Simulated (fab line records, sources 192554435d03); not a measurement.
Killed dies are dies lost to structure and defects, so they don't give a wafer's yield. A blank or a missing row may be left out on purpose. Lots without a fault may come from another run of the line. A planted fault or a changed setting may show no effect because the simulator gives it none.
Which tool did it? | flow n5_finfet | 6 lots, 17 wafers sampled, at 8 steps of a route of 1938

WHAT THE GAUGES READ, wafer by wafer
N5_BEOL_M12_OCD_MEAS_35.
lot  | measured     | on     | trench_depth_nm (nm)
L503 | day 11 20:06 | ocd-01 | 309 319 319
L506 | day 12 13:28 | ocd-01 | 318 306 323
L509 | day 13 01:05 | ocd-02 | 332 325
L508 | day 13 15:50 | ocd-01 | 319 321 322
L513 | day 14 16:57 | ocd-01 | 465 465 327
L517 | day 15 16:28 | ocd-02 | 315 327 321

N5_BEOL_M12_THK_MEAS_50: measures by xrf.
lot  | measured     | on            | M12_THK (nm)
L503 | day 12 00:08 | film_metro-02 | 314 322 323
L506 | day 12 15:07 | film_metro-01 | 317 304 325
L509 | day 13 07:23 | film_metro-02 | 337 331
L508 | day 13 18:28 | film_metro-02 | 324 324 330
L513 | day 14 20:35 | film_metro-02 | 470 469 331
L517 | day 15 18:37 | film_metro-02 | 316 329 325

N5_BEOL_M12_RS_MEAS_54: measures by four-point-probe.
lot  | measured     | on            | M12_RS (ohm/sq)
L503 | day 12 00:16 | film_metro-02 | 0.0619 0.0601 0.0602
L506 | day 12 15:14 | film_metro-01 | 0.0605 0.0631 0.0590
L509 | day 13 07:31 | film_metro-02 | 0.0579 0.0591
L508 | day 13 18:35 | film_metro-01 | 0.0602 0.0601 0.0594
L513 | day 14 20:43 | film_metro-02 | 0.0406 0.0408 0.0585
L517 | day 15 18:44 | film_metro-01 | 0.0615 0.0588 0.0600

N5_BEOL_M15_RC_MEAS_101.
lot  | measured     | on        | COMB_M10 (S/m)          | COMB_M11 (S/m)             | COMB_M13 (S/m)          | COMB_M13_max_site (S/m)  | COMB_M14 (S/m)          | COMB_M15 (S/m)          | COMB_M15_max_site (S/m) | COMB_M5 (S/m)           | COMB_M6 (S/m)           | COMB_M7 (S/m)           | COMB_M8 (S/m)           | COMB_M9 (S/m)           | COMB_M9_max_site (S/m)  | SERP_M10 (ohm/um) | SERP_M11 (ohm/um) | SERP_M12 (ohm/um) | SERP_M12_max_site (ohm/um) | SERP_M13 (ohm/um) | SERP_M13_max_site (ohm/um) | SERP_M14 (ohm/um) | SERP_M5 (ohm/um) | SERP_M6 (ohm/um) | SERP_M7 (ohm/um) | SERP_M8 (ohm/um) | SERP_M9 (ohm/um)
L503 | day 12 20:43 | prober-02 | 1.6e-11 1.7e-11 7e-12   | 1.44e-11 1.15e-11 1.06e-11 | 3.9e-12 4.4e-12 5.6e-12 | 4.6e-12 6.5e-12 7.3e-12  | 2e-12 3.3e-12 2.6e-12   | 1.7e-12 2e-12 3.7e-12   | 3.3e-12 3.2e-12 4.2e-12 | 3.8e-11 3.7e-11 3.3e-11 | 2.1e-11 2.9e-11 3.1e-11 | 3e-11 3e-11 2.3e-11     | 1.9e-11 2.9e-11 2.8e-11 | 1.4e-11 1.2e-11 1.2e-11 | 2.1e-11 1.9e-11 1.5e-11 | 3.03 3.11 3.14    | 3.05 2.96 2.93    | 0.637 0.628 0.666 | 0.648 0.640 0.678          | 0.313 0.305 0.306 | 0.316 0.308 0.307          | 0.158 0.156 0.156 | 39.9 38.0 37.2   | 12.9 13.6 14.4   | 13.3 13.3 12.6   | 13.5 13.5 14.4   | 3.21 2.96 2.95
L506 | day 13 10:01 | prober-01 | 1.2e-11 1.1e-11 1.2e-11 | 1.25e-11 1.35e-11 1.19e-11 | 5.5e-12 4.1e-12 5.6e-12 | 1.16e-11 6.1e-12 8.1e-12 | 3.8e-12 3.5e-12 3.6e-12 | 2.4e-12 4.2e-12 2.5e-12 | 3e-12 5.1e-12 3.2e-12   | 3.6e-11 2.7e-11 3.6e-11 | 3.2e-11 3e-11 2.7e-11   | 2e-11 3.8e-11 3.7e-11   | 3.4e-11 2.3e-11 2.9e-11 | 1.1e-11 1.3e-11 9e-12   | 1.9e-11 1.6e-11 2e-11   | 3.18 3.10 3.05    | 3.18 3.16 3.29    | 0.641 0.664 0.648 | 0.648 0.676 0.655          | 0.304 0.306 0.309 | 0.309 0.309 0.311          | 0.160 0.162 0.160 | 36.8 38.3 39.3   | 14.3 13.9 13.8   | 14.4 14.0 13.7   | 14.4 14.6 13.1   | 3.08 2.98 3.04
L509 | day 14 01:37 | prober-02 | 1.7e-11 2.2e-11         | 1.01e-11 1.54e-11          | 2.8e-12 3.6e-12         | 4.1e-12 4.4e-12          | 2.8e-12 3e-12           | 1.9e-12 2.5e-12         | 2.4e-12 2.9e-12         | 3.6e-11 3.4e-11         | 2.3e-11 3.6e-11         | 2.3e-11 3.4e-11         | 3.7e-11 2.6e-11         | 1.6e-11 2e-11           | 2.1e-11 2.7e-11         | 2.96 3.22         | 3.05 3.13         | 0.625 0.625       | 0.639 0.639                | 0.301 0.316       | 0.304 0.320                | 0.155 0.164       | 38.0 38.5        | 13.7 13.6        | 13.9 12.8        | 14.7 15.1        | 3.15 3.12
L508 | day 14 11:29 | prober-02 | 1.3e-11 1.3e-11 1.1e-11 | 1.34e-11 1.59e-11 1.43e-11 | 4.5e-12 3.2e-12 3.8e-12 | 7e-12 5.1e-12 6.1e-12    | 3.2e-12 3.2e-12 3.5e-12 | 1.6e-12 1.7e-12 1.5e-12 | 2.3e-12 3.1e-12 1.7e-12 | 4.2e-11 3.8e-11 3.7e-11 | 2.4e-11 2e-11 2.1e-11   | 2.3e-11 2.4e-11 3.1e-11 | 2.5e-11 2.6e-11 2.8e-11 | 1.2e-11 1.3e-11 1.6e-11 | 1.7e-11 2.2e-11 2.4e-11 | 3.01 3.03 3.05    | 3.02 3.12 3.25    | 0.629 0.634 0.632 | 0.646 0.644 0.641          | 0.322 0.313 0.322 | 0.324 0.317 0.325          | 0.164 0.161 0.162 | 38.0 37.3 38.7   | 13.4 13.5 13.4   | 13.8 13.6 13.9   | 13.3 14.0 13.9   | 3.00 2.98 2.93
L513 | day 15 14:22 | prober-02 | 9e-12 1.1e-11 1.1e-11   | 1.68e-11 1.12e-11 1.74e-11 | 7.2e-12 5.4e-12 6.6e-12 | 9.9e-12 8.2e-12 7.5e-12  | 2.7e-12 3.6e-12 4e-12   | 1.1e-12 2.8e-12 1.5e-12 | 2.1e-12 4.1e-12 2.7e-12 | 3.5e-11 3.4e-11 3.6e-11 | 2.9e-11 2e-11 2.6e-11   | 2.2e-11 2.9e-11 2.2e-11 | 1.6e-11 2.3e-11 3e-11   | 1.3e-11 1.1e-11 1.6e-11 | 1.8e-11 1.8e-11 2.6e-11 | 3.05 3.01 3.11    | 2.95 2.96 2.96    | 0.432 0.425 0.625 | 0.444 0.439 0.640          | 0.307 0.307 0.313 | 0.311 0.309 0.316          | 0.157 0.164 0.159 | 35.4 37.9 39.8   | 12.4 13.5 14.3   | 13.8 13.5 13.3   | 14.1 15.3 14.0   | 3.19 3.11 3.03
L517 | day 16 09:56 | prober-02 | 1e-11 1.1e-11 9e-12     | 1.25e-11 1.36e-11 1.19e-11 | 6.5e-12 5.4e-12 6.4e-12 | 9e-12 8.2e-12 9.7e-12    | 1.8e-12 2.3e-12 3.1e-12 | 2.8e-12 2.5e-12 2.5e-12 | 4.3e-12 3.8e-12 3.1e-12 | 3.1e-11 3.9e-11 3e-11   | 2.8e-11 2.8e-11 3.1e-11 | 1.7e-11 2.1e-11 2e-11   | 2.1e-11 2.4e-11 2.1e-11 | 1e-11 1.6e-11 1.3e-11   | 1.7e-11 1.8e-11 1.9e-11 | 3.09 3.06 3.00    | 3.00 3.13 3.18    | 0.647 0.620 0.624 | 0.661 0.633 0.636          | 0.307 0.303 0.309 | 0.313 0.310 0.311          | 0.161 0.159 0.159 | 39.9 41.8 41.9   | 13.8 13.9 13.7   | 13.4 13.2 13.7   | 13.6 14.3 14.2   | 3.02 2.99 3.13

WHICH TOOL RAN EACH LOT (tool, then ch and the chambers of the sampled wafers, then the start)
lot  | N5_BEOL_M12_DESCUM_15              | N5_BEOL_M12_STRIP_63                 | N5_BEOL_M12_STRIP_64                 | N5_BEOL_M12_TRENCH_ETCH_34
L503 | rie_diel-02 ch 1,3, day 11 18:27   | plasma_asher-02 ch 0,1, day 11 18:44 | plasma_asher-02 ch 0,1, day 11 18:48 | rie_diel-01 ch 0,2,3, day 11 19:56
L506 | rie_diel-02 ch 0,1, day 12 12:02   | plasma_asher-02 ch 0,1, day 12 12:20 | plasma_asher-02 ch 0,1, day 12 12:24 | rie_diel-01 ch 0,1,2, day 12 13:19
L509 | rie_diel-01 ch 1,3, day 12 23:14   | plasma_asher-01 ch 0,1, day 12 23:31 | plasma_asher-01 ch 0,1, day 12 23:34 | rie_diel-01 ch 1,3, day 13 00:56
L508 | rie_diel-04 ch 0,1, day 13 14:16   | plasma_asher-02 ch 0,1, day 13 14:33 | plasma_asher-02 ch 0,1, day 13 14:37 | rie_diel-02 ch 1,2, day 13 15:41
L513 | rie_diel-01 ch 1,2,3, day 14 15:31 | plasma_asher-02 ch 0,1, day 14 15:49 | plasma_asher-02 ch 0,1, day 14 15:53 | rie_diel-01 ch 0,1, day 14 16:47
L517 | rie_diel-02 ch 0,3, day 15 14:43   | plasma_asher-01 ch 0,1, day 15 15:02 | plasma_asher-01 ch 0,1, day 15 15:05 | rie_diel-04 ch 0,1,3, day 15 16:18
- N5_BEOL_M12_DESCUM_15: chemistry O2, time 7.9 s.
- N5_BEOL_M12_STRIP_63: strips in N2/H2.
- N5_BEOL_M12_STRIP_64: strips in N2/H2.
- N5_BEOL_M12_TRENCH_ETCH_34: etches SiOC in C4F8/O2/Ar, target depth 318.95 nm, time 125.5 s.

WHAT THE TOOLS THEMSELVES READ (means of the sampled wafers that have a number; where no wafer has one, the mark that the record gives instead)
N5_BEOL_M12_DESCUM_15.
lot  | tool        | drypump_motor_current_A (A) | oes_product_au (a.u.) | rf_vpp_V (V) | showerhead_plenum_p_Torr (Torr) | throttle_valve_pct (%)
L503 | rie_diel-02 | 6.1                         | 0.78                  | 243.4        | 2.13                            | 20.52
L506 | rie_diel-02 | 6.2                         | 0.79                  | 242.9        | 2.11                            | 20.65
L509 | rie_diel-01 | 5.7                         | 0.83                  | 243.4        | 2.12                            | 20.69
L508 | rie_diel-04 | 6.1                         | 0.82                  | 242.7        | 2.09                            | 20.12
L513 | rie_diel-01 | 6.0                         | 0.82                  | 243.5        | 2.11                            | 20.51
L517 | rie_diel-02 | 5.7                         | 0.85                  | 243.3        | 2.10                            | 20.31

N5_BEOL_M12_STRIP_63.
lot  | tool            | drypump_motor_current_A (A) | heater_power_w (W) | oes_product_au (a.u.) | strip_time_to_endpoint_s (s)
L503 | plasma_asher-02 | 5.44                        | 399                | 0.689                 | 42.4
L506 | plasma_asher-02 | 5.37                        | 365                | 0.693                 | 43.0
L509 | plasma_asher-01 | 5.50                        | 322                | 0.690                 | 42.5
L508 | plasma_asher-02 | 5.37                        | 364                | 0.687                 | 41.8
L513 | plasma_asher-02 | 5.36                        | 368                | 0.688                 | 43.4
L517 | plasma_asher-01 | 5.54                        | 320                | 0.690                 | 41.9

N5_BEOL_M12_STRIP_64.
lot  | tool            | drypump_motor_current_A (A) | heater_power_w (W) | oes_product_au (a.u.) | strip_time_to_endpoint_s (s)
L503 | plasma_asher-02 | 5.44                        | 400                | 0.714                 | 31.30
L506 | plasma_asher-02 | 5.37                        | 361                | 0.713                 | 31.29
L509 | plasma_asher-01 | 5.49                        | 319                | 0.714                 | 31.31
L508 | plasma_asher-02 | 5.35                        | 365                | 0.714                 | 31.32
L513 | plasma_asher-02 | 5.37                        | 367                | 0.713                 | 31.44
L517 | plasma_asher-01 | 5.54                        | 319                | 0.719                 | 31.25

N5_BEOL_M12_TRENCH_ETCH_34.
lot  | tool        | bias_w (W) | drypump_motor_current_A (A) | oes_product_au (a.u.) | rf_vpp_V (V) | showerhead_plenum_p_Torr (Torr) | throttle_valve_pct (%)
L503 | rie_diel-01 | 699.8      | 6.0                         | 0.79                  | 663.5        | 3.38                            | 24.38
L506 | rie_diel-01 | 697.8      | 6.0                         | 0.81                  | 665.0        | 3.39                            | 24.20
L509 | rie_diel-01 | 699.0      | 5.7                         | 0.83                  | 667.4        | 3.45                            | 24.44
L508 | rie_diel-02 | 700.0      | 6.2                         | 0.79                  | 666.3        | 3.45                            | 24.25
L513 | rie_diel-01 | 699.7      | 5.9                         | 0.93                  | 670.0        | 3.56                            | 24.18
L517 | rie_diel-04 | 700.2      | 5.9                         | 0.82                  | 663.9        | 3.36                            | 24.14

THE ANSWER, worked out from the rows above alone
Rule: what is usual is taken from the lots themselves. Put in order of their means at a reading, lots are off if they are a third of the lots or fewer, leave a main group of 4 or more, and stand apart from it by a gap of 3 or more times the standard deviation of the main group's means; of several such gaps the widest counts. A main group whose means are all the same, to the digits that the tables above print for the reading, isn't used. A lot without any number at a reading at which 4 lots or more have one is off too. The other lots that the step has rows for count as sound. The gauges are gone through in route order, then the tools' own readings, and for those a lot's mean is taken as printed above. The first step at which some lot is off is used, and at that step the reading that is off furthest; a lot without a number counts as furthest.
Off: L513, at N5_BEOL_M12_OCD_MEAS_35 (trench_depth_nm). The main group: mean 320 nm, standard deviation 4.7.
A tool fits if, at a process step before that reading, it ran every lot that is off, and no sound lot after the first of them. The gauges at N5_BEOL_M12_OCD_MEAS_35 aren't tried: what is off there is off at N5_BEOL_M12_THK_MEAS_50 too, on other tools, and a gauge's error can't cause that. Can't be told from this: 2 tools fit, rie_diel-01 at N5_BEOL_M12_DESCUM_15 and N5_BEOL_M12_TRENCH_ETCH_34, plasma_asher-02 at N5_BEOL_M12_STRIP_63 and N5_BEOL_M12_STRIP_64.

WHAT THE SIMULATOR HAD PUT IN
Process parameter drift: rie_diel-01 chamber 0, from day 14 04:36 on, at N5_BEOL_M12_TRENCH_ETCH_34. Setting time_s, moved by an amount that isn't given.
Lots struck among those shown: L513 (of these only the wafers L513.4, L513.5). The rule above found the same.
